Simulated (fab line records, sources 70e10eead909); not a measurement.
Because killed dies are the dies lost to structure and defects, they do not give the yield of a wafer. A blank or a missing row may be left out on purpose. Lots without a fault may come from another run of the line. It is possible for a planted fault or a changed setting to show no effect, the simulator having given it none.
fab line records	flow nand-harc
record: lots: 13	wafers: 39	last-day: 33
route steps=1302 shown A_BONDPAD@1228 THIN_TSV@1276 END@1302
lots that met no fault: from a run of the same line without faults
start-h: hours from the record's first day to the start of the lot's first wafer shown	wait-h: hours since the lot's step before	" unchanged from the row above	L1.1+2: several wafers, shown together as one row	- no value present, or no start provided	* or withheld: withheld	< > ~ a bound
route shown NAME@n: names a module that has steps shown in the file, with the first one's number in the route	usual: mean/standard deviation taken from wafers without a fault	same: alike in all rows	chamber/n: place in a boat	sites: per-site readings	_std_site: standard deviation across them	_edge_site: inner sites' mean taken away from outer sites' mean	radius-mm: for every site, how far away it sits from the centre of the wafer	mask NAME#n: copy n	behind: the last tool/chamber to shape the wafer	hold: reason for holding the lot/hours on hold/outcome of the hold	device: whichever transistor did not switch (one of n, p or np)	end of line: the same wafers' tests at the end of the route	a step without rows: its recipe alone	killed: count of dies lost to structure and defects at first sort (not the wafer's yield)	map: a wafer's dies, x killed, . not, _ none there
set.NAME: the setting that was run; set.NAME@STEP: the one run at that earlier step	model.NAME: the simulator's own value behind a step, which no gauge read
steps of the route over a sample of lots; a table a step, a row a wafer
services: the hour from which a tool's chamber was out of use, counted from the record's first day as start-h (under 0 if before that day), plus the number of hours and why
== steps ==
step: NHARC_A_BONDPAD_PVD_27
recipe: target-thk-a: 300	chamber-pressure-pa: 5	power-w: 5000	substrate-temp-c: 30	time-s: 20.49	material: Cu
usual: throttle-valve-pct: 30.1/1
lot.wafer	tool	chamber	start-h	wait-h	throttle-valve-pct
L507.1	pvd-sputter-03	-	543.81	-	29.6
L507.2	"	-	"	"	28.2
L507.6	"	-	"	"	29.4
L508.3	pvd-sputter-03	-	544.75	-	29.5
L508.2	"	-	"	"	30.5
L508.4	"	-	"	"	28.2
L509.1	pvd-sputter-02	-	551.84	-	30.7
L509.2	"	-	"	"	30.6
L509.5	"	-	"	"	30.2
L510.2	pvd-sputter-03	-	552.89	-	29.7
L510.4	"	-	"	"	28.2
L510.6	"	-	"	"	29.5
L511.3	pvd-sputter-01	-	575.29	-	29.4
L511.2	"	-	"	"	32.1
L511.6	"	-	"	"	30.7
L513.3	pvd-sputter-02	-	589.04	-	30.7
L513.6	"	-	"	"	30.8
L513.5	"	-	"	"	30.5
L515.3	pvd-sputter-01	-	624.90	-	28.9
L515.1	"	-	"	"	31.1
L515.5	"	-	"	"	28.7
L517.3	pvd-sputter-03	-	626.24	-	29.5
L517.6	"	-	"	"	30.4
L517.5	"	-	"	"	28.3
L516.1	pvd-sputter-02	-	631.19	-	30.5
L516.2	"	-	"	"	30.7
L516.5	"	-	"	"	30.7
L518.3	pvd-sputter-03	-	639.87	-	28.1
L518.6	"	-	"	"	28.4
L518.5	"	-	"	"	29.2
L520.1	pvd-sputter-03	-	668.47	-	29.5
L520.6	"	-	"	"	29.5
L520.5	"	-	"	"	30.5
L529.3	pvd-sputter-01	-	755.82	-	31.3
L529.1	"	-	"	"	28.6
L529.4	"	-	"	"	31.6
L530.2	pvd-sputter-03	-	766.17	-	29.3
L530.4	"	-	"	"	29.8
L530.5	"	-	"	"	29.2
step: NHARC_A_BONDPAD_ANNEAL_28
recipe: temp-c: 225	time-s: 90
usual: anneal-temp-c: 225.02/0.17	wafer_temp_C_max: 225.9/0.34
lot.wafer	tool	chamber	start-h	wait-h	anneal-temp-c	wafer_temp_C_max
L507.1	rtp-anneal-01	0	544.31	0.3	225.35	225.5
L507.2	"	0	"	"	225.25	225.5
L507.6	"	0	"	"	225.10	225.5
L508.2	rtp-anneal-01	0	545.34	-	225.25	225.8
L508.3	"	0	"	"	225.09	225.7
L508.4	"	0	"	"	225.32	225.7
L509.1	rtp-anneal-02	0	552.58	-	225.17	226.1
L509.2	"	0	"	"	225.30	226.6
L509.5	"	0	"	"	225.20	226.3
L510.2	rtp-anneal-01	0	553.45	-	225.05	225.8
L510.4	"	0	"	"	225.00	226.3
L510.6	"	0	"	"	224.77	225.8
L511.2	rtp-anneal-02	0	575.83	0.3	225.11	226.3
L511.3	"	0	"	"	225.06	226.3
L511.6	"	0	"	"	225.12	226.5
L513.3	rtp-anneal-02	0	589.66	-	224.85	226.4
L513.5	"	0	"	"	225.23	226.0
L513.6	"	0	"	"	224.89	226.3
L515.1	rtp-anneal-02	0	625.41	-	224.75	226.1
L515.3	"	0	"	"	224.91	226.3
L515.5	"	0	"	"	224.71	226.3
L517.3	rtp-anneal-01	0	626.85	0.3	224.87	225.7
L517.5	"	0	"	"	224.64	225.9
L517.6	"	0	"	"	224.87	225.6
L516.1	rtp-anneal-01	0	631.70	-	224.91	226.1
L516.2	"	0	"	"	225.05	225.8
L516.5	"	0	"	"	225.27	225.6
L518.3	rtp-anneal-01	0	640.49	0.3	224.95	225.3
L518.5	"	0	"	"	224.98	225.7
L518.6	"	0	"	"	224.87	225.6
L520.1	rtp-anneal-01	0	669.00	0.3	225.17	225.6
L520.5	"	0	"	"	225.21	225.7
L520.6	"	0	"	"	225.17	225.7
L529.1	rtp-anneal-01	0	756.33	0.3	224.94	225.6
L529.3	"	0	"	"	225.06	225.4
L529.4	"	0	"	"	225.01	225.9
L530.2	rtp-anneal-01	0	766.73	0.4	225.21	225.4
L530.4	"	0	"	"	225.24	225.8
L530.5	"	0	"	"	225.21	225.2
step: NHARC_THIN_TSV_CMP_21
recipe: t-overpolish-s: 30	target-thk-nm: 2000
usual: motor-current-A: 12.1/1.1	overpolish-run-s: 30.000/0.0092	retaining-ring-pressure-frac: 0.999/0.0049	slurry-flow-ml-min: 150.1/0.41
lot.wafer	tool	chamber	start-h	wait-h	motor-current-A	overpolish-run-s	retaining-ring-pressure-frac	slurry-flow-ml-min
L507.1	cmp-01	0	565.21	-	13.3	29.994	1.002	150.5
L507.2	"	1	"	"	12.4	30.004	0.993	149.8
L507.6	"	2	"	"	11.7	30.025	0.995	149.7
L508.3	cmp-02	2	566.25	-	12.9	29.991	0.994	149.8
L508.2	"	3	"	"	10.1	30.002	1.002	149.9
L508.4	"	1	"	"	12.9	29.988	0.995	150.5
L510.2	cmp-01	0	570.03	-	13.1	30.004	1.005	150.1
L510.4	"	1	"	"	12.2	30.000	1.002	150.1
L510.6	"	1	"	"	12.5	30.012	0.995	150.1
L509.1	cmp-01	1	571.15	-	12.4	30.005	1.011	150.1
L509.2	"	2	"	"	11.6	30.002	1.002	149.6
L509.5	"	3	"	"	10.9	29.990	1.002	150.0
L511.3	cmp-01	3	596.56	-	10.0	30.021	1.001	150.3
L511.2	"	0	"	"	13.8	30.002	1.002	150.0
L511.6	"	1	"	"	12.8	29.993	0.999	150.0
L513.3	cmp-01	3	609.49	-	10.8	30.002	1.001	150.6
L513.5	"	1	"	"	12.3	30.009	0.998	150.2
L513.6	"	2	"	"	12.2	29.995	0.997	150.4
L515.3	cmp-03	2	643.16	-	11.9	29.986	0.993	150.3
L515.1	"	0	"	"	13.3	30.005	0.998	150.1
L515.5	"	2	"	"	12.3	30.004	0.997	150.2
L517.3	cmp-02	0	644.39	-	13.4	30.004	1.004	150.3
L517.5	"	3	"	"	10.5	30.008	1.005	150.4
L517.6	"	0	"	"	13.8	30.016	1.004	150.1
L516.1	cmp-01	1	650.46	-	12.1	30.002	1.001	150.1
L516.2	"	3	"	"	11.3	29.997	0.994	150.4
L516.5	"	0	"	"	13.0	29.992	1.001	150.5
L518.3	cmp-02	0	658.83	-	14.0	30.005	0.990	149.7
L518.5	"	2	"	"	12.5	29.990	0.993	150.8
L518.6	"	3	"	"	10.1	30.003	0.997	150.7
L520.1	cmp-03	0	687.36	-	13.6	30.009	1.012	150.5
L520.6	"	0	"	"	13.1	30.002	1.003	150.8
L529.1	cmp-01	1	774.30	-	12.3	29.997	1.005	149.8
L529.4	"	3	"	"	10.4	29.997	1.001	149.6
L529.3	"	0	"	"	13.9	30.000	1.001	149.7
L530.4	cmp-02	2	786.10	-	13.5	30.007	1.004	149.8
L530.2	"	0	"	"	13.5	30.014	0.991	149.8
L530.5	"	3	"	"	10.7	29.996	0.994	150.3
step: NHARC_THIN_TSV_CD_MEAS_33
recipe: target-cd-nm: 5000	landing-energy-ev: 500
usual: cd-nm: 4999.1/1.6
lot.wafer	tool	chamber	start-h	wait-h	cd-nm
L507.1	cd-sem-01	0	566.63	-	5001.3
L507.2	"	0	"	"	5001.0
L507.6	"	0	"	"	4997.6
L508.2	cd-sem-01	0	567.85	-	5000.1
L508.3	"	0	"	"	5000.1
L508.4	"	0	"	"	4998.4
L510.2	cd-sem-02	0	571.64	-	4997.1
L510.4	"	0	"	"	4997.0
L510.6	"	0	"	"	5000.0
L509.1	cd-sem-02	0	572.68	-	4998.6
L509.2	"	0	"	"	4996.7
L509.5	"	0	"	"	4998.0
L511.2	cd-sem-03	0	597.99	-	4998.5
L511.3	"	0	"	"	4998.7
L511.6	"	0	"	"	4997.9
L513.3	cd-sem-01	0	611.03	-	5000.9
L513.5	"	0	"	"	5000.7
L513.6	"	0	"	"	5002.3
L515.1	cd-sem-02	0	644.63	-	4999.5
L515.3	"	0	"	"	4997.5
L515.5	"	0	"	"	4997.4
L517.3	cd-sem-02	0	645.97	-	5001.0
L517.5	"	0	"	"	5000.6
L517.6	"	0	"	"	5001.6
L516.1	cd-sem-01	0	652.07	-	4999.5
L516.2	"	0	"	"	5000.2
L516.5	"	0	"	"	4999.2
L518.3	cd-sem-01	0	660.38	-	4996.8
L518.5	"	0	"	"	4999.5
L518.6	"	0	"	"	4999.3
L520.1	cd-sem-01	0	688.93	-	4999.0
L520.6	"	0	"	"	4999.1
L529.1	cd-sem-01	0	775.78	-	5000.2
L529.3	"	0	"	"	4999.3
L529.4	"	0	"	"	4999.5
L530.2	cd-sem-01	0	787.57	-	4999.2
L530.4	"	0	"	"	4998.0
L530.5	"	0	"	"	4996.9
step: NHARC_END_SORT_01
recipe: temp-c: 25
usual: defect-limited-yield: 91.1/2.9	killed-at-array: 55/20	killed-at-other: 0.7/0.96	killed-at-periphery: 4.1/2.4	killed-dies: 60/20	killed-open: 3.3/1.9	killed-short: 2.8/1.6
same: gross-dies: 677
lot.wafer	tool	chamber	start-h	wait-h	defect-limited-yield[%]	killed-at-array	killed-at-other	killed-at-periphery	killed-dies	killed-open	killed-short
L520.1	prober-01	0	697.90	2.5	92.5	43	4	4	51	4	1
L520.5	prober-01	0	701.13	3.7	0.3	669	1	5	675	1	2
L520.6	prober-01	0	701.93	4.0	92.2	49	0	4	53	5	3
killed by level:class
L520.1 A_SLIT:chamber-film-flake=24 A_WL_FILL:chamber-film-flake=4 THIN_TSV:chamber-film-flake=4 A_STAIRCASE:chamber-film-flake=3 A_CONTACT:chamber-film-flake=3 P_BONDPAD:chamber-film-flake=2 A_CHANNEL_HOLE_D1:chamber-film-flake=2 P_GATE:geometric-particle:short=1
L520.5 A_BONDPAD:area-pvd=619 A_SLIT:chamber-film-flake=30 A_CONTACT:chamber-film-flake=4 A_STAIRCASE:chamber-film-flake=3 A_SGD_CUT:chamber-film-flake=3 P_GATE:geometric-particle:short=2 P_BONDPAD:chamber-film-flake=2 A_CHANNEL_HOLE_D1:chamber-film-flake=2
L520.6 A_SLIT:chamber-film-flake=27 A_CHANNEL_HOLE_D1:chamber-film-flake=9 P_M0:geometric-particle:open=3 A_STAIRCASE:chamber-film-flake=3 A_CONTACT:chamber-film-flake=3 A_WL_FILL:chamber-film-flake=2 A_ONON_D1:geometric-particle:short=1 A_CHANNEL_FILL_D1:geometric-particle:short=1
== services ==
tool	chamber	start-h	hours	kind
cmp-02	-	526.65	4.0	pm
pvd-sputter-01	-	530.60	2.3	repair
pvd-sputter-03	-	531.37	10.0	pm
pvd-sputter-01	-	535.65	0.8	repair
cmp-01	-	558.34	4.3	repair
cmp-01	-	580.32	4.0	pm
pvd-sputter-01	-	582.00	10.0	pm
cmp-02	-	598.75	1.3	repair
cmp-01	-	604.33	1.1	repair
cmp-02	-	605.18	6.7	repair
pvd-sputter-01	-	606.46	3.1	repair
cmp-01	-	613.87	1.1	repair
cmp-02	-	624.65	4.0	pm
cmp-02	-	631.01	2.0	repair
pvd-sputter-02	-	638.02	10.0	pm
cmp-01	-	640.45	4.2	repair
cmp-01	-	678.32	4.0	pm
cmp-01	-	687.91	0.5	repair
cmp-02	-	698.77	1.4	repair
cmp-02	-	703.45	0.4	repair
pvd-sputter-03	-	709.37	10.0	pm
cmp-02	-	722.65	4.0	pm
rtp-anneal-02	-	744.00	12.0	pm
cmp-01	-	776.32	4.0	pm
== key ==
first-sign: step: NHARC_END_SORT_01	reading: defect-limited-yield	direction: down	sigmas: 31	usual: 91.1	struck: 0.3
effect: step: NHARC_END_SORT_01	reading: killed-dies	direction: up	sigmas: 31	usual: 60	struck: 675
more-kills-born-at: NHARC_A_BONDPAD_PVD_27@pvd-sputter-03: 619
met-at NHARC_A_BONDPAD_PVD_27
struck-lots L520
struck-wafers L520.5
later-rows-left-out L520.5
not-acting-at NHARC_A_BONDPAD_ANNEAL_28,NHARC_THIN_TSV_CMP_21,NHARC_THIN_TSV_CD_MEAS_33
onset-between 626.24 668.47
fault: kind: process-parameter-drift	tool: pvd-sputter-03	chamber: -	onset-h: 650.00	steps: NHARC_A_BONDPAD_PVD_27	channel: target-thk-a	offset: *	shape: step	end-h: 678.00	acts-in: *	stated: *	scope: struck-wafers-only
later-rows-left-out: the simulator's readings of these wafers behind a module that went badly wrong aren't trusted and aren't shown, but for the sort
